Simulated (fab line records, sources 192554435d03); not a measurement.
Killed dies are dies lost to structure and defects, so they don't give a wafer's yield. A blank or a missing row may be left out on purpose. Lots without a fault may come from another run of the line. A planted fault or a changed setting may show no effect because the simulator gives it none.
Chamber matching | flow n5_finfet | N5_HKMG_FIN_ALD_75 on ald_hk-02: 4 sister chambers
The step deposits Al2O3, target thk 1 nm, co reactant pulse time 1 s. 4 wafers are shown with their chamber, then 8 later ones without.

WAFERS WITH THEIR CHAMBER
wafer  | chamber | heater_power_w (W)
L082.1 | 3       | 149
L086.2 | 1       | 175
L086.3 | 0       | 130
L088.1 | 2       | 164

WAFERS WITHOUT THEIR CHAMBER
wafer  | heater_power_w (W)
L088.3 | 130
L088.4 | 143
L089.1 | 133
L089.3 | 175
L089.6 | 176
L092.2 | 167
L092.3 | 173
L092.5 | 156

WHICH CHAMBER EACH WENT THROUGH
wafer  | from the rows above     | in truth
L088.3 | 0                       | 0
L088.4 | can't be placed: 3 or 0 | 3
L089.1 | 0                       | 0
L089.3 | 1                       | 1
L089.6 | 1                       | 1
L092.2 | can't be placed: 2 or 1 | 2
L092.3 | can't be placed: 1 or 2 | 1
L092.5 | can't be placed: 3 or 2 | 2
Placed correctly: 4 of 8. Can't be placed from these rows: 4 (the true chamber is among the candidates in 4). Placed wrongly: 0.
How it was worked out, from the rows above alone: a wafer's distance from a chamber is the root of the sum, over the readings, of the square of ((its reading less the chamber's mean) divided by the reading's scatter). The wafer belongs to the nearest chamber; if the next one is less than 2 further off, it can't be placed. A chamber's mean is the mean of its shown wafers. The scatter: with one shown wafer a chamber, the root of the mean of the squares of how far each hidden wafer lies from its nearest shown one.
